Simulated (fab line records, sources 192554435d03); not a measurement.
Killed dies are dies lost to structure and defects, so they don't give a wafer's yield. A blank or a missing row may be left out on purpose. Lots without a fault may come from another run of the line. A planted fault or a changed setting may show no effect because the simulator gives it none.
fab line records | flow n5_finfet
record lots=7 wafers=21
route steps=1938 shown BEOL_M11@1536 BEOL_M13@1694
start_h: hours from the record's first day to the start of the lot's first wafer shown | wait_h: hours since the lot's step before | " the same as in the row above | L1.1+2: a row that stands for several wafers | - no value, or no start given | * or withheld: withheld | < > ~ a bound
route shown NAME@n: a module of which the file shows steps, and the number in the route of the first | usual: mean/standard deviation of fault-free wafers | same: alike in all rows | chamber/n: place in a boat | sites: the reading at each site | _std_site: their standard deviation | _edge_site: outer sites' mean less inner sites' | radius_mm: how far each site lies from the wafer's centre | mask NAME#n: copy n | behind: the tool/chamber that last shaped the wafer | hold: why the lot was held/for how many hours/how that ended | device: the transistor (n, p or np) that didn't switch | end of line: the same wafers' tests at the end of the route | a step without rows: its recipe alone | killed: dies lost to structure and defects at the first sort, not the wafer's yield | map: a wafer's dies, x killed, . not, _ none there
set.NAME: the setting as run; set.NAME@STEP: as run at that earlier step | model.NAME: the simulator's own value behind a step, which no gauge read
lots whose settings were changed on purpose; a table a step, a row a wafer
## steps
# step N5_BEOL_M11_ILD_DEP_00
# recipe material=SiCOH_lowk target_thk_a=3085.1 temp_c=300 precursor=DEMS/porogen pressure_torr=5 rf_w=500 time_s=58
# columns lot.wafer tool chamber start_h wait_h set.time_s model.SiCOH_lowk_of_BEOL_M11_ILD_DEP_00.thk_nm
L076.1 pecvd-03 0 252.23 0.0 58 306.6
L076.2 " 2 " " 51.07 273.8
L076.6 " 2 " " 51.07 276.4
L082.1 pecvd-01 2 277.08 0.0 58 305.8
L082.2 " 0 " " 49.91 260.8
L082.6 " 0 " " 49.91 264.2
L080.1 pecvd-01 2 278.62 0.0 58 302
L080.2 " 0 " " 53.16 277.2
L080.4 " 0 " " 53.16 279.6
L084.2 pecvd-03 2 297.17 0.0 58 310.2
L084.3 " 1 " " 58 305.2
L084.5 " 2 " " 63.45 346.8
L089.2 pecvd-01 1 319.85 0.0 61.26 326
L089.5 " 0 " " 61.26 322.6
L089.6 " 1 " " 58 313
L093.2 pecvd-01 1 344.02 0.0 58 306.6
L093.3 " 0 " " 58 303.8
L093.4 " 0 " " 58 308.2
L095.4 pecvd-04 1 376.21 0.1 62.06 324
L095.5 " 0 " " 62.06 327.4
L095.6 " 2 " " 58 308.2
# step N5_BEOL_M11_CURE_71
# recipe temp_c=385 time_s=240 ambient=He/Ar material=SiCOH_lowk
# columns lot.wafer tool chamber start_h wait_h set.time_s@BEOL_M11_ILD_DEP_00 model.SiCOH_lowk_of_BEOL_M11_ILD_DEP_00.thk_nm
L076.1 uv_cure-03 1 252.34 0.1 58 266.4
L076.2 " 1 " " 51.07 237.4
L076.6 " 1 " " 51.07 239.8
L082.1 uv_cure-01 0 277.45 0.3 58 265.6
L082.2 " 0 " " 49.91 226
L082.6 " 0 " " 49.91 229
L080.1 uv_cure-02 2 278.70 0.0 58 262.2
L080.2 " 2 " " 53.16 240.4
L080.4 " 2 " " 53.16 242.4
L084.2 uv_cure-02 2 297.33 0.1 58 269.4
L084.3 " 2 " " 58 265
L084.5 " 2 " " 63.45 301.8
L089.2 uv_cure-02 0 320.01 0.1 61.26 283.6
L089.5 " 0 " " 61.26 280.6
L089.6 " 0 " " 58 272
L093.2 uv_cure-01 1 344.61 0.6 58 266.4
L093.3 " 1 " " 58 263.8
L093.4 " 1 " " 58 267.6
L095.4 uv_cure-03 1 376.50 0.3 62.06 281.8
L095.5 " 1 " " 62.06 284.6
L095.6 " 1 " " 58 267.8
# step N5_BEOL_M11_THK_MEAS_01
# recipe reads=SiCOH_lowk_of_BEOL_M11_ILD_DEP_00
# usual M11_ILD_THK=267/3.7
# columns lot.wafer tool chamber start_h wait_h set.time_s@BEOL_M11_ILD_DEP_00 M11_ILD_THK[nm]
L076.1 film_metro-01 - 252.85 0.4 58 266
L076.2 " - " " 51.07 237
L076.6 " - " " 51.07 240
L082.1 film_metro-02 - 277.97 0.4 58 266
L082.2 " - " " 49.91 226
L082.6 " - " " 49.91 229
L080.1 film_metro-01 - 279.21 0.4 58 262
L080.2 " - " " 53.16 240
L080.4 " - " " 53.16 242
L084.2 film_metro-01 - 297.77 0.4 58 270
L084.3 " - " " 58 265
L084.5 " - " " 63.45 302
L089.2 film_metro-01 - 320.44 0.4 61.26 284
L089.5 " - " " 61.26 281
L089.6 " - " " 58 272
L093.2 film_metro-02 - 345.45 0.7 58 266
L093.3 " - " " 58 264
L093.4 " - " " 58 268
L095.4 film_metro-02 - 376.77 0.2 62.06 282
L095.5 " - " " 62.06 285
L095.6 " - " " 58 268
# step N5_BEOL_M11_PECVD_70
# recipe material=SiO2 target_thk_a=200 temp_c=400 precursor=TEOS/O2 pressure_torr=5.5 rf_w=450 teos_flow_sccm=53.8 gas=O2 flow_sccm=3000 time_s=22.7
# columns lot.wafer tool chamber start_h wait_h set.temp_c model.SiO2_of_BEOL_M11_PECVD_70.thk_nm
L076.1 pecvd-03 2 252.89 0.0 400 19.4
L076.2 " 0 " " 389.3 20.8
L076.6 " 2 " " 389.3 21.2
L082.1 pecvd-03 0 278.00 0.0 400 19.4
L082.2 " 2 " " 400 19.6
L082.6 " 1 " " 400 20
L080.1 pecvd-03 0 279.25 0.0 400 19.4
L080.2 " 1 " " 386.3 21.8
L080.4 " 0 " " 386.3 21.6
L084.2 pecvd-04 2 297.82 0.0 409.1 18.2
L084.3 " 0 " " 400 19.2
L084.5 " 0 " " 400 19.8
L089.2 pecvd-04 2 320.48 0.0 400 19.2
L089.5 " 0 " " 389.8 21
L089.6 " 2 " " 400 19.6
L093.2+3+4 pecvd-03 2,1,0 345.48 0.0 400 19.8
L095.4+5 pecvd-03 1 376.83 0.1 400 20
L095.6 " 0 " " 414.8 17.6
# step N5_BEOL_M11_TRENCH_ETCH_37
# recipe chemistry=C4F6/O2 target_depth_a=1488.3 target=SiCOH_lowk time_s=48 ion_energy_ev=250 pressure_mtorr=30 source_w=345 bias_w=185 Ar_flow_sccm=300 C4F6_flow_sccm=10 O2_flow_sccm=10
# columns lot.wafer tool chamber start_h wait_h set.time_s model.BEOL_M11.feature_depth_nm model.etch.depth_nm model.TiN_of_BEOL_M11_HM_DEP_02.thk_nm
L076.1 rie_diel-03 3 - - 48 146 145.9 15.8
L076.2 " 0 " " 55.06 169.8 169.9 15.2
L076.6 " 2 " " 48 146.2 146.2 15.8
L082.1 rie_diel-04 3 - - 48 147.8 147.7 16.4
L082.2 " 1 " " 52.88 165.6 165.5 15.8
L082.6 " 3 " " 48 145.8 145.9 16.2
L080.1 rie_diel-02 3 - - 48 149.6 149.6 15.8
L080.2 " 0 " " 48 148.8 148.8 16
L080.4 " 1 " " 43.04 135.4 135.5 16
L084.2 rie_diel-03 2 - - 38.13 116.8 116.8 17
L084.3 " 0 " " 48 147.8 147.8 15.8
L084.5 " 1 " " 48 148.2 148.3 15.8
L089.2 rie_diel-03 2 - - 48 146.2 146.2 15.8
L089.5 " 2 " " 39.12 118.6 118.6 17
L089.6 " 1 " " 48 148.4 148.4 16
L093.2 rie_diel-03 2 - - 48 147 147 16
L093.3 " 1 " " 48 149 148.9 15.6
L093.4 " 0 " " 48 148.6 148.6 15.6
L095.4 rie_diel-04 3 - - 48 145.8 145.7 15.8
L095.5 " 2 " " 48 148.2 148.1 16
L095.6 " 1 " " 48 150.6 150.5 16
# step N5_BEOL_M11_ETCH_41
# recipe chemistry=CH3F/O2 target=SiCN target_depth_a=426 taper_deg=2 time_s=86 ion_energy_ev=120 mask_material=TiN pressure_mtorr=30 source_w=395 bias_w=75 Ar_flow_sccm=150 CH3F_flow_sccm=30 O2_flow_sccm=20
# columns lot.wafer tool chamber start_h wait_h set.time_s model.etch.depth_nm
L076.1 rie_diel-03 3 - - 76.05 28.29
L076.2 " 0 " " 76.05 28.67
L076.6 " 2 " " 86 32.25
L082.1 rie_diel-04 3 - - 86 31.79
L082.2 " 1 " " 86 32.48
L082.6 " 3 " " 86 31.62
L080.1 rie_diel-02 3 - - 86 32.81
L080.2 " 0 " " 86 32.43
L080.4 " 1 " " 86 32.9
L084.2 rie_diel-03 2 - - 86 32.4
L084.3 " 0 " " 86 32.64
L084.5 " 1 " " 86 32.92
L089.2 rie_diel-03 2 - - 79.23 29.72
L089.5 " 2 " " 86 32.36
L089.6 " 1 " " 86 32.65
L093.2 rie_diel-03 2 - - 86 31.83
L093.3 " 1 " " 86 32.86
L093.4 " 0 " " 86 32.36
L095.4 rie_diel-04 3 - - 86 31.98
L095.5 " 2 " " 102.1 38.36
L095.6 " 1 " " 102.1 38.72
# step N5_BEOL_M11_STRIP_77
# recipe chemistry=N2/H2 time_s=10 power_w=450 temp_c=40 pressure_mtorr=20 rf_frequency_hz=6e+07 bias_power_w=7 n2_flow_sccm=200 h2_flow_sccm=200
# step N5_BEOL_M11_OCD_MEAS_38
# usual trench_depth_nm=147.9/1.9
# columns lot.wafer tool chamber start_h wait_h set.time_s@BEOL_M11_TRENCH_ETCH_37 trench_depth_nm
L076.1 ocd-01 - 260.07 - 48 145.9
L076.2 " - " " 55.06 170.6
L076.6 " - " " 48 146.2
L082.1 ocd-02 - 282.65 - 48 147.9
L082.2 " - " " 52.88 165.8
L082.6 " - " " 48 145.5
L080.1 ocd-01 - 282.78 - 48 149.5
L080.2 " - " " 48 148.5
L080.4 " - " " 43.04 135.8
L084.2 ocd-01 - 301.67 - 38.13 116.7
L084.3 " - " " 48 148.1
L084.5 " - " " 48 147.9
L089.2 ocd-02 - 323.47 - 48 146.3
L089.5 " - " " 39.12 118.2
L089.6 " - " " 48 149.0
L093.2 ocd-02 - 350.81 - 48 147.8
L093.3 " - " " 48 148.8
L093.4 " - " " 48 148.5
L095.4 ocd-02 - 379.35 - 48 145.7
L095.5 " - " " 48 148.5
L095.6 " - " " 48 150.3
# step N5_BEOL_M11_HM_STRIP_39
# recipe chemistry=peroxide_tin_strip material=TiN target_depth_a=250 temp_c=50 time_s=158
# columns lot.wafer tool chamber start_h wait_h set.temp_c@BEOL_M11_PECVD_70 model.SiO2_of_BEOL_M11_PECVD_70.thk_nm
L076.1 wet_bench-06 6 260.10 0.0 400 19.2
L076.2 " 3 " " 389.3 20.6
L076.6 " 1 " " 389.3 21.2
L082.1+2 wet_bench-05 3,5 282.68 0.0 400 19.4
L082.6 " 4 " " 400 20
L080.1 wet_bench-01 5 282.81 0.0 400 19.2
L080.2 " 0 " " 386.3 21.6
L080.4 " 2 " " 386.3 21.4
L084.2 wet_bench-05 4 301.72 0.0 409.1 18
L084.3 " 6 " " 400 19.2
L084.5 " 5 " " 400 19.8
L089.2 wet_bench-05 4 323.51 0.0 400 19.2
L089.5 " 0 " " 389.8 20.8
L089.6 " 5 " " 400 19.4
L093.2+4 wet_bench-06 2,7 350.84 0.0 400 19.6
L093.3 " 3 " " 400 19.8
L095.4 wet_bench-06 3 379.39 0.0 400 19.8
L095.5 " 5 " " 400 20
L095.6 " 0 " " 414.8 17.4
# step N5_BEOL_M11_SRD_40
# recipe time_s=30 temp_c=23 rinse_liquid=diw dry=ipa_marangoni
# step N5_BEOL_M11_PRECLEAN_42
# recipe chemistry=residue_remover time_s=60 temp_c=40
# step N5_BEOL_M11_ECD_50
# recipe material=Cu target_thk_a=3180
# step N5_BEOL_M11_ANNEAL_51
# recipe temp_c=225 time_s=90 ambient=N2
# step N5_BEOL_M11_CMP_52
# recipe stop_on=SiCOH_lowk t_overpolish_s=7 down_force_psi=1 platen_rpm=50 clearing_platen_down_force_psi=1.5 clearing_platen_rpm=50 post_cmp_clean=cu_alkaline target_thk_nm=140 clearing_platen_pad_velocity_m_s=0.99484 pad_velocity_m_s=0.99484
# columns lot.wafer tool chamber start_h wait_h set.time_s@BEOL_M11_TRENCH_ETCH_37 model.Cu_of_BEOL_M11_ECD_50.thk_nm
L076.1 cmp-02 1 262.40 0.3 48 138.2
L076.2 " 3 " " 55.06 161.8
L076.6 " 0 " " 48 138.8
L080.4 cmp-01 1 286.55 0.1 43.04 125.6
L080.1 " 2 " " 48 140.8
L080.2 " 0 " " 48 140.6
L082.2 cmp-01 3 286.93 0.2 52.88 155.6
L082.1 " 1 " " 48 137.8
L082.6 " 3 " " 48 134.4
L084.3 cmp-04 3 304.75 0.2 48 137.6
L084.2 " 1 " " 38.13 108.8
L084.5 " 3 " " 48 138.6
L089.2 cmp-01 2 329.27 0.3 48 138
L089.6 " 0 " " 48 141.2
L089.5 " 1 " " 39.12 110.8
L093.4 cmp-02 3 353.08 0.1 48 141.2
L093.3 " 0 " " 48 140.4
L093.2 " 1 " " 48 139.8
L095.4 cmp-02 0 383.37 0.2 48 137.4
L095.6 " 1 " " 48 143.4
L095.5 " 2 " " 48 138.6
# step N5_BEOL_M11_THK_MEAS_53
# recipe thk_meas_gauge=xrf reads=Cu_of_BEOL_M11_ECD_50
# usual M11_THK=138.8/2.1
# columns lot.wafer tool chamber start_h wait_h set.time_s@BEOL_M11_TRENCH_ETCH_37 M11_THK[nm]
L076.1 film_metro-02 - 262.66 - 48 139.3
L076.2 " - " " 55.06 162.3
L076.6 " - " " 48 140.2
L080.1 film_metro-01 - 286.84 - 48 140.5
L080.2 " - " " 48 140.4
L080.4 " - " " 43.04 125.7
L082.1 film_metro-02 - 287.18 - 48 137.1
L082.2 " - " " 52.88 153.9
L082.6 " - " " 48 133.2
L084.2 film_metro-02 - 305.00 - 38.13 108.8
L084.3 " - " " 48 137.1
L084.5 " - " " 48 138.5
L089.2 film_metro-02 - 329.49 - 48 139.1
L089.5 " - " " 39.12 111.1
L089.6 " - " " 48 141.9
L093.2 film_metro-01 - 353.38 - 48 138.7
L093.3 " - " " 48 139.2
L093.4 " - " " 48 140.3
L095.4 film_metro-02 - 383.55 - 48 135.8
L095.5 " - " " 48 137.3
L095.6 " - " " 48 141.6
# step N5_BEOL_M11_PRE_CLEAN_55
# recipe gas=NH3 time_s=15 temp_c=withheld rf_power_w=300
# step N5_BEOL_M11_DEP_56
# recipe material=SiCN target_thk_a=300 temp_c=withheld precursor=3MS/NH3 pressure_torr=3 rf_w=675 time_s=10.5
# step N5_BEOL_M11_RS_MEAS_57
# recipe thk_meas_gauge=four-point-probe reads=Cu_of_BEOL_M11_ECD_50+Co_of_BEOL_M11_CVD_75+TaN_of_BEOL_M11_ALD_74
# usual M11_RS=0.1518/0.0025
# columns lot.wafer tool chamber start_h wait_h set.time_s@BEOL_M11_TRENCH_ETCH_37 M11_RS[ohm/sq]
L076.1 film_metro-02 - 262.78 0.0 48 0.1533
L076.2 " - " " 55.06 0.1288
L076.6 " - " " 48 0.1523
L080.1 film_metro-01 - 286.96 0.0 48 0.1501
L080.2 " - " " 48 0.1500
L080.4 " - " " 43.04 0.1702
L082.1 film_metro-01 - 287.31 0.0 48 0.1535
L082.2 " - " " 52.88 0.1346
L082.6 " - " " 48 0.1579
L084.2 film_metro-02 - 305.13 0.0 38.13 0.1996
L084.3 " - " " 48 0.1541
L084.5 " - " " 48 0.1523
L089.2 film_metro-01 - 329.62 0.0 48 0.1534
L089.5 " - " " 39.12 0.1960
L089.6 " - " " 48 0.1499
L093.2 film_metro-01 - 353.50 0.0 48 0.1514
L093.3 " - " " 48 0.1503
L093.4 " - " " 48 0.1495
L095.4 film_metro-02 - 383.68 0.0 48 0.1538
L095.5 " - " " 48 0.1521
L095.6 " - " " 48 0.1472
# step N5_BEOL_M13_ETCH_68
# recipe chemistry=N2/H2 target=SOC mask_material=SiARC source_w=3000 bias_w=350 temp_c=40 time_s=355 ion_energy_ev=200 pressure_mtorr=30 n2_flow_sccm=200 h2_flow_sccm=200
# columns lot.wafer tool chamber start_h wait_h set.time_s model.SiARC_of_BEOL_M13_COAT_66.thk_nm
L076.1 rie_diel-03 2 270.04 0.1 355 76.8
L076.2 " 0 " " 305.8 81.2
L076.6 " 1 " " 305.8 81.6
L080.1 rie_diel-03 1 296.01 0.1 355 77.2
L080.2+4 " 2,0 " " 333.3 79.4
L082.1 rie_diel-02 2 296.25 0.1 393.2 73.4
L082.2 " 1 " " 355 76.2
L082.6 " 0 " " 393.2 73.2
L084.2 rie_diel-02 1 313.20 0.1 355 76.4
L084.3+5 " 2 " " 355 76.8
L089.2+5 rie_diel-02 3,0 343.95 0.1 430.8 69.6
L089.6 " 1 " " 355 76.2
L093.2 rie_diel-02 2 360.59 0.1 355 77.2
L093.3+4 " 1,3 " " 355 76.8
L095.4 rie_diel-02 2 390.57 0.1 331.6 79.8
L095.5 " 3 " " 355 76.8
L095.6 " 0 " " 331.6 79.6
## key
split step=N5_BEOL_M11_ILD_DEP_00 setting=time_s stated=58 by=wafer
response step=N5_BEOL_M11_ILD_DEP_00 reading=model.SiCOH_lowk_of_BEOL_M11_ILD_DEP_00.thk_nm change=+3.01 per=1% r=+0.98
response step=N5_BEOL_M11_CURE_71 reading=model.SiCOH_lowk_of_BEOL_M11_ILD_DEP_00.thk_nm change=+2.65 per=1% r=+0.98
response step=N5_BEOL_M11_THK_MEAS_01 reading=M11_ILD_THK change=+2.65 per=1% r=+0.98
split step=N5_BEOL_M11_PECVD_70 setting=temp_c stated=400 by=wafer
response step=N5_BEOL_M11_PECVD_70 reading=model.SiO2_of_BEOL_M11_PECVD_70.thk_nm change=-0.634 per=1% r=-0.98
response step=N5_BEOL_M11_HM_STRIP_39 reading=model.SiO2_of_BEOL_M11_PECVD_70.thk_nm change=-0.653 per=1% r=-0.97
split step=N5_BEOL_M11_TRENCH_ETCH_37 setting=time_s stated=48 by=wafer
response step=N5_BEOL_M11_TRENCH_ETCH_37 reading=model.BEOL_M11.feature_depth_nm change=+1.56 per=1% r=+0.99
response step=N5_BEOL_M11_TRENCH_ETCH_37 reading=model.etch.depth_nm change=+1.56 per=1% r=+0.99
response step=N5_BEOL_M11_TRENCH_ETCH_37 reading=model.TiN_of_BEOL_M11_HM_DEP_02.thk_nm change=-0.0503 per=1% r=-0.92
response step=N5_BEOL_M11_OCD_MEAS_38 reading=trench_depth_nm change=+1.58 per=1% r=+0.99
response step=N5_BEOL_M11_CMP_52 reading=model.Cu_of_BEOL_M11_ECD_50.thk_nm change=+1.54 per=1% r=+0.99
response step=N5_BEOL_M11_THK_MEAS_53 reading=M11_THK change=+1.52 per=1% r=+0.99
response step=N5_BEOL_M11_RS_MEAS_57 reading=M11_RS change=-0.00214 per=1% r=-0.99
split step=N5_BEOL_M11_ETCH_41 setting=time_s stated=86 by=wafer
response step=N5_BEOL_M11_ETCH_41 reading=model.etch.depth_nm change=+0.345 per=1% r=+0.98
split step=N5_BEOL_M13_ETCH_68 setting=time_s stated=355 by=wafer
response step=N5_BEOL_M13_ETCH_68 reading=model.SiARC_of_BEOL_M13_COAT_66.thk_nm change=-0.318 per=1% r=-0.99
